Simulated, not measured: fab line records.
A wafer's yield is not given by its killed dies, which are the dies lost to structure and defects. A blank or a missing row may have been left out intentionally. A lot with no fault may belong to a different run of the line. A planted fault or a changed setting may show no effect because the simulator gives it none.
fab line records | flow n5Finfet
record: lots: 5 wafers: 15 lastDay: 17
route steps=1938 shown BEOL_M11@1567 PASSIVATION@1936
lots with no fault: from the same line, run without faults
startH: hours from the record's opening day to when the first of the lot's shown wafers began | waitH: hours elapsed since this lot's preceding step | " identical to the entry in the row above | L1.1+2: a row that stands for several wafers | - no value, or no start was given | * or withheld: withheld | < > ~ a bound
route shown NAME@n: NAME is a module with steps in the file, n the number in the route of the first one | usual: mean/standard deviation of fault-free wafers | same: alike in all rows | chamber/n: place in a boat | sites: per-site readings | _std_site: standard deviation of those values | _edge_site: mean of outer sites minus mean of inner sites | radiusMm: for every site, how far away it sits from the centre of the wafer | mask NAME#n: copy n | behind: tool/chamber where the wafer was last shaped | hold: why the lot went on hold/how many hours it stayed there/how the hold came to an end | device: transistor that didn't switch, given as n, p or np | end of line: at the end of the route, the tests of the same wafers | step lacking rows: just its recipe | killed: the dies lost at the first sort to structure and to defects; this is not the yield of the wafer | map: the dies of a wafer, with x for killed, . for not killed, _ for no die there
set.NAME: setting as actually run; set.NAME@STEP: the setting as run at that earlier step | model.NAME: the simulator's own value behind a step, which no gauge read
a table for each step, a row for each wafer; lots at some steps of the route
services: a tool's chamber out of use, with start hour (startH, from the record's first day; less than 0 if before it), hours out, and reason
== steps ==
step: N5_BEOL_M11_DEVELOP_27
recipe: developTimeS: 30 developer: TMAH resist: CAR-ArF rinseLiquid: diw dry: airSpin devTempC: 23
step: N5_BEOL_M11_CD_MEAS_28
recipe: targetCdNm: 70 landingEnergyEv: 500 detector: seInlens polarity: opening
usual: cdNm: 69.0/1.4
columns lot.wafer tool chamber startH waitH cdNm
L708.4 cdSem-02 0 229.48 - 67.5
L708.5 " 0 " " 67.4
L708.6 " 0 " " 67.6
L718.2 cdSem-02 0 293.34 - 69.4
L718.5 " 0 " " 70.0
L718.6 " 0 " " 70.5
L721.1 cdSem-03 0 303.91 - 68.7
L721.2 " 0 " " 67.0
L721.4 " 0 " " 66.4
L722.2 cdSem-03 0 311.08 - 67.1
L722.4 " 0 " " 67.8
L722.6 " 0 " " 67.9
L731.1 cdSem-01 0 375.46 - 70.0
L731.2 " 0 " " 69.7
L731.3 " 0 " " 68.3
step: N5_BEOL_M11_OVL_MEAS_29
recipe: pointsPerWafer: 44
usual: V10_OVL: -0.6/0.69
columns lot.wafer tool chamber startH waitH V10_OVL[nm]
L708.4 overlay-02 0 229.51 0.0 -0.8
L708.5 " 0 " " -1.7
L708.6 " 0 " " -0.5
L718.2 overlay-02 0 293.37 0.0 -0.1
L718.5 " 0 " " 0.1
L718.6 " 0 " " 0.6
L721.1 overlay-01 0 303.94 0.0 0.3
L721.2 " 0 " " -0.3
L721.4 " 0 " " -0.5
L722.2 overlay-02 0 311.11 0.0 -0.7
L722.4 " 0 " " 0.8
L722.6 " 0 " " -0.7
L731.1 overlay-02 0 375.50 0.0 -0.4
L731.2 " 0 " " 0.2
L731.3 " 0 " " -0.2
step: N5_BEOL_M11_INSPECT_30
recipe: mode: adi inspectInstrument: brightfield
usual: rawDefectCount: 418/110
columns lot.wafer tool chamber startH waitH rawDefectCount
L708.4 defectInspect-02 - 229.53 0.0 681
L708.5 " - " " 825
L708.6 " - " " 467
L718.2 defectInspect-02 - 293.39 0.0 606
L718.5 " - " " 644
L718.6 " - " " 437
L721.1 defectInspect-01 - 303.96 0.0 356
L721.2 " - " " 394
L721.4 " - " " 294
L722.2 defectInspect-01 - 311.14 0.0 355
L722.4 " - " " 278
L722.6 " - " " 239
L731.1 defectInspect-01 - 375.53 0.0 459
L731.2 " - " " 468
L731.3 " - " " 430
step: N5_BEOL_M11_DESCUM_33
recipe: chemistry: O2 timeS: 7.9 sourcePowerW: 50 biasPowerW: 20 pressureMtorr: 20 rfFrequencyHz: 2.712e+07 tempC: 40 resist: CAR-ArF o2FlowSccm: 225
usual: drypumpMotorCurrentA: 5.4/0.4 o2FlowSccm: 225.1/0.62 oesProductAu: 0.79/0.082 rfVppV: 243.0/1.2 showerheadPlenumPTorr: 2.08/0.056 throttleValvePct: 20.52/0.3
columns lot.wafer tool chamber startH waitH drypumpMotorCurrentA o2FlowSccm oesProductAu rfHoursCounterH rfVppV showerheadPlenumPTorr throttleValvePct
L708.4 rieDiel-05 1 229.65 0.1 5.8 224.6 0.80 106 243.9 2.11 20.53
L708.5 " 0 " " 5.1 225.3 0.75 - 242.5 2.01 20.70
L708.6 " 3 " " 5.7 225.9 0.67 - 245.3 2.13 20.41
L718.2 rieDiel-04 1 293.43 0.0 5.4 224.8 0.69 219 243.9 2.07 20.85
L718.5 " 2 " " 5.2 225.1 0.84 - 244.5 2.14 20.58
L718.6 " 1 " " 5.4 225.0 0.69 - 243.2 2.07 20.85
L721.1 rieDiel-05 2 304.08 0.1 5.9 226.0 0.80 95 244.8 2.11 20.36
L721.2 " 1 " " 5.8 224.9 0.78 129 244.6 2.11 20.55
L721.4 " 1 " " 5.8 223.9 0.78 - 241.8 2.11 20.54
L722.2 rieDiel-05 0 311.17 0.0 5.1 225.3 0.74 162 240.9 2.01 20.76
L722.4 " 2 " " 5.9 226.3 0.81 - 244.6 2.11 20.36
L722.6 " 2 " " 5.8 225.2 0.80 - 243.4 2.11 20.38
L731.1 rieDiel-04 3 375.77 0.2 4.8 224.8 0.86 61 242.5 2.04 20.10
L731.2 " 1 " " 5.4 225.8 0.67 245 242.4 2.06 20.88
L731.3 " 2 " " 5.2 225.2 0.81 94 243.2 2.13 20.61
step: N5_BEOL_M11_ETCH_65
recipe: chemistry: CF4 target: SiARC targetDepthA: 390 maskMaterial: CAR-ArF timeS: 65 ionEnergyEv: 80 pressureMtorr: 40 sourceW: 545 biasW: 36 Ar_flow_sccm: 100 cf4FlowSccm: 100 ends: cleared
usual: drypumpMotorCurrentA: 5.4/0.4 etchRfOnTimeS: 66.0/2 oesProductAu: 0.67/0.067 rfVppV: 184.0/1.1 showerheadPlenumPTorr: 2.12/0.054 throttleValvePct: 15.66/0.24
columns lot.wafer tool chamber startH waitH drypumpMotorCurrentA etchRfOnTimeS oesProductAu rfHoursCounterH rfVppV showerheadPlenumPTorr throttleValvePct
L708.4 rieDiel-05 1 229.69 0.0 5.7 63.6 0.69 106 184.9 2.14 15.59
L708.5 " 0 " " 5.2 67.7 0.64 - 183.4 2.06 15.78
L708.6 " 3 " " 5.6 66.6 0.57 - 186.3 2.21 15.82
L718.2 rieDiel-04 1 293.46 0.0 5.4 65.8 0.59 219 183.1 2.11 16.00
L718.5 " 2 " " 5.2 69.8 0.69 - 184.4 2.15 15.51
L718.6 " 1 " " 5.4 65.0 0.59 - 183.7 2.11 16.00
L721.1 rieDiel-05 2 304.11 0.0 5.8 63.5 0.69 95 186.9 2.14 15.49
L721.2 " 1 " " 5.8 63.5 0.67 129 183.3 2.13 15.60
L721.4 " 1 " " 5.8 63.1 0.68 - 184.7 2.13 15.63
L722.2 rieDiel-05 0 311.22 0.0 5.1 66.7 0.63 162 181.3 2.05 15.82
L722.4 " 2 " " 5.8 63.6 0.69 - 183.8 2.14 15.48
L722.6 " 2 " " 5.8 64.0 0.68 - 183.1 2.14 15.48
L731.1 rieDiel-04 3 375.80 0.0 4.8 62.8 0.74 61 183.5 2.10 15.36
L731.2 " 1 " " 5.4 64.6 0.59 245 183.7 2.10 16.04
L731.3 " 2 " " 5.2 68.5 0.67 94 183.9 2.15 15.56
step: N5_BEOL_M11_ETCH_66
recipe: chemistry: N2/H2 target: SOC targetDepthA: 1200 overetchA: 240 maskMaterial: SiARC tempC: 40 timeS: 180 ionEnergyEv: 200 pressureMtorr: 30 sourceW: 840 biasW: 150 n2FlowSccm: 200 h2FlowSccm: 200
usual: drypumpMotorCurrentA: 5.4/0.4 n2FlowSccm: 200.0/0.59 oesProductAu: 0.64/0.061 rfVppV: 523.3/2.2 runLengthS: 203.3/0.45 showerheadPlenumPTorr: 2.52/0.067 throttleValvePct: 17.89/0.29
columns lot.wafer tool chamber startH waitH drypumpMotorCurrentA n2FlowSccm oesProductAu rfHoursCounterH rfVppV runLengthS showerheadPlenumPTorr throttleValvePct
L708.4 rieDiel-05 1 229.74 0.0 5.8 199.9 0.64 106 525.3 203.7 2.55 17.70
L708.5 " 0 " " 5.2 198.6 0.62 - 520.9 203.2 2.45 18.15
L708.6 " 3 " " 5.7 199.4 0.55 - 526.6 202.7 2.62 17.90
L718.2 rieDiel-04 1 293.51 0.0 5.4 200.1 0.56 219 522.8 203.2 2.50 18.12
L718.5 " 2 " " 5.2 200.9 0.68 - 526.1 203.7 2.58 17.92
L718.6 " 1 " " 5.4 199.4 0.57 - 523.6 203.3 2.50 18.12
L721.1 rieDiel-05 2 304.16 0.0 5.9 200.5 0.65 95 524.3 203.1 2.56 17.72
L721.2 " 1 " " 5.8 199.3 0.63 129 524.9 203.3 2.54 17.75
L721.4 " 1 " " 5.8 200.0 0.63 - 523.7 203.4 2.54 17.74
L722.2 rieDiel-05 0 311.30 0.1 5.1 199.1 0.60 162 521.2 203.1 2.44 18.18
L722.4 " 2 " " 5.8 200.6 0.65 - 524.8 202.2 2.56 17.72
L722.6 " 2 " " 5.8 200.3 0.64 - 523.1 202.5 2.56 17.72
L731.1 rieDiel-04 3 375.85 0.0 4.8 199.1 0.69 61 522.6 203.7 2.45 17.33
L731.2 " 1 " " 5.4 200.4 0.55 245 523.6 203.1 2.49 18.18
L731.3 " 2 " " 5.2 200.1 0.66 94 524.9 203.3 2.57 17.95
step: N5_BEOL_M11_STRIP_69
recipe: chemistry: N2/H2 tempC: 40 n2FlowSccm: 200 h2FlowSccm: 200 rfFrequencyHz: 6e+07
step: N5_BEOL_M11_VIA_ETCH_34
recipe: chemistry: C4F6/O2 target: SiCOH_lowk targetDepthA: 1845 maskMaterial: SOC taperDeg: 4 timeS: 69.2 ionEnergyEv: 250 pressureMtorr: 30 sourceW: 345 biasW: 185 Ar_flow_sccm: 300 C4F6_flow_sccm: 10 O2_flow_sccm: 10
usual: drypumpMotorCurrentA: 5.4/0.4 oesProductAu: 0.79/0.078 rfVppV: 668/18 runLengthS: 92.5/0.44 showerheadPlenumPTorr: 2.83/0.078 throttleValvePct: 20.99/0.24
columns lot.wafer tool chamber startH waitH drypumpMotorCurrentA oesProductAu rfHoursCounterH rfVppV runLengthS showerheadPlenumPTorr throttleValvePct
L708.4 rieDiel-05 1 229.86 0.0 5.8 0.79 106 638 92.6 2.84 20.78
L708.5 " 0 " " 5.2 0.76 - 677 93.2 2.73 21.10
L708.6 " 3 " " 5.6 0.67 - 692 92.2 2.97 21.23
L718.2 rieDiel-04 1 293.64 0.0 5.4 0.69 219 668 93.0 2.82 21.29
L718.5 " 2 " " 5.2 0.82 - 690 92.7 2.90 21.02
L718.6 " 1 " " 5.4 0.68 - 667 92.5 2.82 21.28
L721.1 rieDiel-05 2 304.29 0.0 5.8 0.80 95 644 91.6 2.85 20.74
L721.2 " 1 " " 5.8 0.78 129 637 92.7 2.83 20.82
L721.4 " 1 " " 5.8 0.77 - 636 93.1 2.83 20.81
L722.2 rieDiel-05 0 311.48 0.0 5.2 0.74 162 677 92.3 2.72 21.11
L722.4 " 2 " " 5.8 0.80 - 643 91.8 2.84 20.76
L722.6 " 2 " " 5.8 0.80 - 643 91.7 2.84 20.74
L731.1 rieDiel-04 3 375.98 0.0 4.8 0.86 61 653 92.7 2.80 20.77
L731.2 " 1 " " 5.4 0.68 245 667 92.2 2.80 21.33
L731.3 " 2 " " 5.2 0.80 94 691 92.6 2.88 21.06
step: N5_BEOL_M11_STRIP_73
recipe: chemistry: C4F6/O2 resist: SiARC rfFrequencyHz: 6e+07
step: N5_BEOL_M11_STRIP_36
recipe: chemistry: N2/H2 powerW: 450 tempC: 40 pressureMtorr: 20 rfFrequencyHz: 6e+07 overashFraction: 0.3 biasPowerW: 7 h2Frac: 0.5 n2FlowSccm: 200 h2FlowSccm: 200
step: N5_BEOL_M11_TRENCH_ETCH_37
recipe: chemistry: C4F6/O2 targetDepthA: 1488.3 target: SiCOH_lowk timeS: 48 ionEnergyEv: 250 pressureMtorr: 30 sourceW: 345 biasW: 185 Ar_flow_sccm: 300 C4F6_flow_sccm: 10 O2_flow_sccm: 10
step: N5_BEOL_M11_ETCH_41
recipe: chemistry: CH3F/O2 target: SiCN targetDepthA: 426 taperDeg: 2 timeS: 86 ionEnergyEv: 120 maskMaterial: TiN pressureMtorr: 30 sourceW: 395 biasW: 75 Ar_flow_sccm: 150 CH3F_flow_sccm: 30 O2_flow_sccm: 20
usual: drypumpMotorCurrentA: 5.4/0.4 oesProductAu: 0.79/0.079 rfVppV: 297.0/1.4 runLengthS: 109.3/0.45 showerheadPlenumPTorr: 1.99/0.056 throttleValvePct: 16.40/0.24
columns lot.wafer tool chamber startH waitH drypumpMotorCurrentA oesProductAu rfHoursCounterH rfVppV runLengthS showerheadPlenumPTorr throttleValvePct model.etch.depthNm
L708.4 rieDiel-05 1 230.00 - 5.8 0.81 106 296.5 109.3 2.00 16.30 32.99
L708.5 " 0 " " 5.1 0.75 - 296.7 109.1 1.92 16.49 31.65
L708.6 " 3 " " 5.7 0.67 - 299.3 109.0 2.08 16.59 32
L718.2 rieDiel-04 1 293.78 - 5.3 0.70 219 296.0 109.0 1.98 16.74 32.29
L718.5 " 2 " " 5.2 0.83 - 297.7 105.2 2.03 16.35 30.3
L718.6 " 1 " " 5.4 0.69 - 298.0 109.3 1.98 16.76 32.19
L721.1 rieDiel-05 2 304.43 - 5.8 0.81 95 298.1 108.5 2.01 16.24 32.68
L721.2 " 1 " " 5.7 0.78 129 297.5 109.6 1.99 16.30 32.73
L721.4 " 1 " " 5.8 0.78 - 297.3 109.6 1.99 16.31 32.76
L722.2 rieDiel-05 0 311.70 - 5.1 0.74 162 295.0 109.3 1.91 16.54 32
L722.4 " 2 " " 5.8 0.80 - 298.1 108.4 2.00 16.24 32.72
L722.6 " 2 " " 5.8 0.81 - 297.5 108.7 2.00 16.25 32.7
L731.1 rieDiel-04 3 376.12 - 4.8 0.87 61 294.9 109.6 1.96 16.07 33.35
L731.2 " 1 " " 5.4 0.68 245 296.8 109.4 1.97 16.79 32.83
L731.3 " 2 " " 5.2 0.80 94 297.0 109.3 2.03 16.41 31.94
step: N5_BEOL_M11_STRIP_77
recipe: chemistry: N2/H2 timeS: 10 powerW: 450 tempC: 40 pressureMtorr: 20 rfFrequencyHz: 6e+07 biasPowerW: 7 n2FlowSccm: 200 h2FlowSccm: 200
usual: drypumpMotorCurrentA: 5.4/0.4 n2FlowSccm: 200.0/0.6 oesProductAu: 0.79/0.083 rfVppV: 59.1/0.78 showerheadPlenumPTorr: 2.52/0.067 throttleValvePct: 23.7/0.39
columns lot.wafer tool chamber startH waitH drypumpMotorCurrentA n2FlowSccm oesProductAu rfHoursCounterH rfVppV showerheadPlenumPTorr throttleValvePct
L708.4 rieDiel-05 1 - - 5.8 200.8 0.80 106 58.1 2.55 23.4
L708.5 " 0 " " 5.1 200.2 0.75 - 59.5 2.45 24.1
L708.6 " 3 " " 5.7 200.0 0.67 - 59.6 2.61 23.6
L718.2 rieDiel-04 1 - - 5.4 199.5 0.69 219 59.1 2.50 23.9
L718.5 " 2 " " 5.2 200.8 0.83 - 58.5 2.58 23.8
L718.6 " 1 " " 5.3 198.8 0.68 - 58.7 2.50 23.9
L721.1 rieDiel-05 2 - - 5.8 200.9 0.82 95 58.7 2.56 23.4
L721.2 " 1 " " 5.8 199.6 0.78 129 60.6 2.54 23.4
L721.4 " 1 " " 5.8 199.8 0.79 - 59.0 2.54 23.4
L722.2 rieDiel-05 0 - - 5.2 199.8 0.72 162 59.1 2.44 24.2
L722.4 " 2 " " 5.8 201.0 0.80 - 58.7 2.55 23.4
L722.6 " 2 " " 5.8 201.0 0.80 - 59.5 2.55 23.5
L731.1 rieDiel-04 3 - - 4.8 200.2 0.88 61 58.9 2.45 23.0
L731.2 " 1 " " 5.4 200.4 0.67 245 60.0 2.49 23.9
L731.3 " 2 " " 5.2 199.9 0.81 94 58.0 2.57 23.9
step: N5_PASSIVATION_PROBE_49
usual: defectLimitedYield: 91.5/1.5 killed_at_M0_to_M3: 33/9.9 killed_at_M4_up: 14/5.2 killedAtContacts: 11/5.2 killedAtFrontEnd: 38/10 killedAtOther: 4/3.5 killedDies: 100/18 killedOnRim: 13/4.1 killedOpen: 66/14 killedShort: 32/6.9 sort_bin_5_function: 5.0/1 sort_bin_6_memory: 3.1/0.69 sort_bin_8_speed: 0.03/0.26 sortNPass: 1080/18 sortYieldPct: 91.5/1.5
same: grossDies: 1180 killedAtBackSide: 0 sort_bin_4_leakage[%]: 0
columns lot.wafer tool chamber startH waitH defectLimitedYield[%] killed_at_M0_to_M3 killed_at_M4_up killedAtContacts killedAtFrontEnd killedAtOther killedDies killedOnRim killedOpen killedShort sort_bin_5_function[%] sort_bin_6_memory[%] sort_bin_8_speed[%] sortNPass sortYieldPct[%]
L721.2 prober-02 - 351.69 0.1 94.0 29 13 7 20 2 71 4 56 15 3.7 2.2 0 1109 94.0
L722.2 prober-02 - 360.08 0.1 92.5 24 15 8 39 3 89 12 54 35 4.7 2.6 0 1091 92.5
L722.4 prober-02 - 360.18 0.2 91.9 22 11 11 36 15 95 9 60 34 5.0 2.5 0 1085 91.9
L722.6 prober-02 - 360.28 0.3 93.5 17 6 8 39 7 77 8 45 32 3.3 3.1 0 1103 93.5
killed by level:class
L721.2 MOL_CONTACT_COAG:geometricParticle:open=7 BEOL_M0_SAQP:geometricParticle:open=7 STI_FIN_REVEAL:geometricParticle:open=6 BEOL_M2:geometricParticle:open=6 BEOL_M4:geometricParticle:open=6 GATE_CUT:geometricParticle:short=5 BEOL_M1:geometricParticle:open=5 BEOL_M3:geometricParticle:open=4
L722.2 FIN_SAQP:geometricParticle:short=6 STI_FIN_REVEAL:geometricParticle:open=6 DUMMY_GATE:geometricParticle:open=6 BEOL_M4:geometricParticle:open=6 MOL_CONTACT_COAG:geometricParticle:open=5 BEOL_M3:geometricParticle:short=5 FIN_SAQP:geometricParticle:open=4 GATE_CUT:geometricParticle:open=4
L722.4 MOL_CONTACT_COAG:geometricParticle:open=8 FIN_SAQP:geometricParticle:short=5 STI_FIN_REVEAL:geometricParticle:open=5 BEOL_M2:geometricParticle:open=5 BEOL_M4:geometricParticle:open=5 FIN_SAQP:geometricParticle:open=4 GATE_CUT:geometricParticle:short=4 BEOL_M0_SAQP:geometricParticle:short=4
L722.6 FIN_SAQP:geometricParticle:short=7 BEOL_M2:geometricParticle:open=7 GATE_CUT:geometricParticle:short=6 MOL_CONTACT_COAG:geometricParticle:open=6 STI_FIN_REVEAL:geometricParticle:open=5 STARTING-WAFER:geometricParticle:open=5 ILD0:geometricParticle:short=4 FIN_SAQP:geometricParticle:open=3
== services ==
columns tool chamber startH hours kind
rieDiel-05 2 268.41 8.9 repair
rieDiel-04 0 281.69 8.8 repair
rieDiel-05 3 295.09 - clean
rieDiel-05 3 295.09 - consumableReplace:focusRing
rieDiel-05 3 295.09 17.3 scheduledDown
rieDiel-05 3 295.09 17.3 ventCycle
rieDiel-05 1 307.24 4.8 repair
rieDiel-04 0 351.31 15.8 repair
== key ==
firstSign: step: N5_BEOL_M11_ETCH_41 reading: runLengthS direction: down sigmas: 9.1 usual: * struck: *
effect none on later readings
modelEffect: step: N5_BEOL_M11_ETCH_41 value: etch.depthNm without: 31.92 struck: 30.3
metAt N5_BEOL_M11_ETCH_41
struckWafers L718.5
fault: kind: processParameterDrift tool: rieDiel-04 chamber: 2 onsetH: 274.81 steps: N5_BEOL_M11_ETCH_41 channel: timeS offset: * shape: step endH: 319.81 actsIn: * stated: *
